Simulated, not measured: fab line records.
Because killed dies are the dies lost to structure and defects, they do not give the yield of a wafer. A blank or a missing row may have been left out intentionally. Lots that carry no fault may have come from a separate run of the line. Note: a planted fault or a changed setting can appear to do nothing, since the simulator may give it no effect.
Split-lot trial | flow n5Finfet | 7 lots, 21 wafers read, on a route of 1938 steps

ON THE SPLIT
At N5_BEOL_M7_EXPOSE_08 (exposes mask M7), the setting doseMj was moved away from the recipe's 68.25 on 7 of the 21 wafers read, by -7.0% to +4.1%. The other wafers ran this setting at the recipe's value.

FROM THE SPLIT TO THE READING: what the file shows between them, 9 steps
- N5_BEOL_M7_PEB_09: peb time 60 s
- N5_BEOL_M7_DEVELOP_10: develop time 30 s
- N5_BEOL_M7_CD_MEAS_11: target cd 38.5 nm
- N5_BEOL_M7_ETCH_61: etches SiARC in CF4, target depth 45.5 nm, time 75.8 s (also split here: sourceW)
- N5_BEOL_M7_ETCH_62: etches SOC in N2/H2, target depth 110 nm, overetch 22 nm, time 165 s
- N5_BEOL_M7_STRIP_68: strips in N2/H2
- N5_BEOL_M7_STRIP_67: strips in CF4
- N5_BEOL_M7_HM_OPEN_17: chemistry Cl2/BCl3, target TiN, target depth 20 nm, overetch 6 nm
- N5_BEOL_M7_STRIP_19: strips in O2

THE READING
cdNm, in nm, at N5_BEOL_M7_CD_MEAS_18 (pitch 80 nm, target cd 40 nm). A value of 39.7 nm with a standard deviation of 0.59 nm is what fault-free wafers of this fab line usually give.

wafer  | tool, chamber at the split | doseMj as run | against the recipe | cdNm, nm | against lot-mates on the recipe
L078.1 | arfiScanner-03, 0          | 68.25         | recipe             | 40.6     | -
L078.2 | arfiScanner-03, 0          | 68.25         | recipe             | 40.3     | -
L078.5 | arfiScanner-03, 0          | 68.25         | recipe             | 40.2     | -
L081.1 | arfiScanner-02, 0          | 68.25         | recipe             | 39.7     | -
L081.2 | arfiScanner-02, 0          | 63.49         | -7.0%              | 36.0     | -4.0
L081.4 | arfiScanner-02, 0          | 68.25         | recipe             | 40.4     | -
L080.2 | arfiScanner-01, 0          | 68.25         | recipe             | 40.0     | -
L080.3 | arfiScanner-01, 0          | 66.66         | -2.3%              | 37.9     | -2.1
L080.4 | arfiScanner-01, 0          | 66.66         | -2.3%              | 39.0     | -1.0
L082.1 | arfiScanner-03, 0          | 68.25         | recipe             | 39.1     | -
L082.2 | arfiScanner-03, 0          | 68.25         | recipe             | 39.2     | -
L082.5 | arfiScanner-03, 0          | 68.25         | recipe             | 39.3     | -
L087.2 | arfiScanner-01, 0          | 71.03         | +4.1%              | 42.3     | +1.8
L087.4 | arfiScanner-01, 0          | 68.25         | recipe             | 41.0     | -
L087.5 | arfiScanner-01, 0          | 68.25         | recipe             | 40.0     | -
L089.2 | arfiScanner-01, 0          | 68.25         | recipe             | 39.6     | -
L089.3 | arfiScanner-01, 0          | 68.25         | recipe             | 39.9     | -
L089.5 | arfiScanner-01, 0          | 64.18         | -6.0%              | 38.1     | -1.6
L094.1 | arfiScanner-02, 0          | 70.61         | +3.5%              | 42.6     | +2.1
L094.2 | arfiScanner-02, 0          | 68.25         | recipe             | 40.5     | -
L094.6 | arfiScanner-02, 0          | 70.61         | +3.5%              | 41.5     | +1.0

THE FIT
A straight line over all 21 wafers: cdNm changes by +0.518 nm for each +1% of doseMj; r = +0.91; the points scatter about the line by 0.62 nm.
The same after taking each lot's own level away (the mean of its wafers on the recipe; 21 wafers): +0.465 nm for each +1%; r = +0.93; scatter 0.48 nm.
That fit puts the effect of the largest move of doseMj on the reading at 3.2 nm.
Across the lots, their own levels run from 39.20 to 40.50 nm, a range of 2.2 times the standard deviation given above.
In other words, the slope is changed by the lot-to-lot level; the two fits disagree.
Check: for one of the wafers moved furthest among these (-7.0%), held out of the fit, the line's prediction against its lot-mates is -2.82 nm. Against them it came out at -4.05 nm.

FURTHER SPLITS ON THESE WAFERS
Other splits were also applied to these wafers ahead of the reading. Each is held against what the fit with the lots' levels taken away leaves over:
other split on the same wafers | wafers away from the commonest value | r with cdNm (lot level and that fit taken away)
N5_BEOL_M6_EXPOSE_08 doseMj    | 10                                   | -0.23
N5_BEOL_M7_ETCH_61 sourceW     | 11                                   | -0.18

THE WHOLE CHAIN: every reading that the file lists as answering this split, in the file's order
step                  | what it does                                                         | reading                                                             | change (the file's fit)               | r (the file's)
N5_BEOL_M7_CD_MEAS_11 | target cd 38.5 nm                                                    | cdNm                                                                | +0.48 nm for each +1% of the setting  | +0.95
N5_BEOL_M7_ETCH_61    | etches SiARC in CF4, target depth 45.5 nm, time 75.8 s               | BEOL_M7.cdOffsetNm (the simulator's own value, which no gauge read) | +0.496 nm for each +1% of the setting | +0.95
N5_BEOL_M7_ETCH_62    | etches SOC in N2/H2, target depth 110 nm, overetch 22 nm, time 165 s | BEOL_M7.cdOffsetNm (the simulator's own value, which no gauge read) | +0.48 nm for each +1% of the setting  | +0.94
N5_BEOL_M7_CD_MEAS_18 | pitch 80 nm, target cd 40 nm                                         | cdNm                                                                | +0.461 nm for each +1% of the setting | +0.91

FILE'S OWN FIT
cdNm changes by +0.461 nm for each +1% of doseMj, r = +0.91.
